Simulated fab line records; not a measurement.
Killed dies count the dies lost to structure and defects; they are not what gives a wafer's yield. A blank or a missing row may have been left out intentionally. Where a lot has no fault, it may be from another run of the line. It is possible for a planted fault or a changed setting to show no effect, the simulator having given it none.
Matching of chambers -- flow n5Finfet -- N5_BEOL_M6_DESCUM_33 on rieDiel-02 has 4 sister chambers
The step chemistry O2, time 7 s. 8 wafers are shown with their chamber, then 10 later ones without.

## WAFERS WITH THEIR CHAMBER
wafer,chamber,showerheadPlenumPTorr (Torr),oesProductAu (a.u.)
L077.5,1,2.16,0.72
L078.4,2,2.07,0.97
L078.6,2,2.07,0.98
L083.3,1,2.16,0.71
L083.4,0,1.90,0.73
L083.5,3,2.02,0.82
L090.1,0,1.89,0.73
L090.2,3,2.01,0.80

## WAFERS WITH NO CHAMBER GIVEN
wafer,showerheadPlenumPTorr (Torr),oesProductAu (a.u.)
L090.6,2.16,0.70
L092.1,2.15,0.68
L092.2,1.89,0.71
L092.6,1.89,0.71
L095.1,2.05,0.86
L095.2,2.15,0.69
L095.4,1.89,0.71
L096.2,2.15,0.69
L096.3,1.89,0.71
L096.5,2.05,0.86

## THE CHAMBER EACH PASSED THROUGH
wafer,from the rows above,in truth
L090.6,1,1
L092.1,1,1
L092.2,0,0
L092.6,0,0
L095.1,3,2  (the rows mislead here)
L095.2,1,1
L095.4,0,0
L096.2,1,1
L096.3,0,0
L096.5,3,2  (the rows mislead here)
Correct placement for 8 of the 10. From these rows, 0 cannot be placed. Placed wrongly: 2.
How it was worked out, from the rows above alone: a wafer's distance from a chamber is the root of the sum, over the readings, of the square of ((its reading less the chamber's mean) divided by the reading's scatter). The wafer belongs to the nearest chamber; if the next one is less than 2 further off, it can't be placed. Each chamber's mean is taken over the wafers shown for it. The scatter: take each reading less its chamber's mean, square it, sum over the shown wafers, divide by the number of wafers less the number of chambers, and take the root.
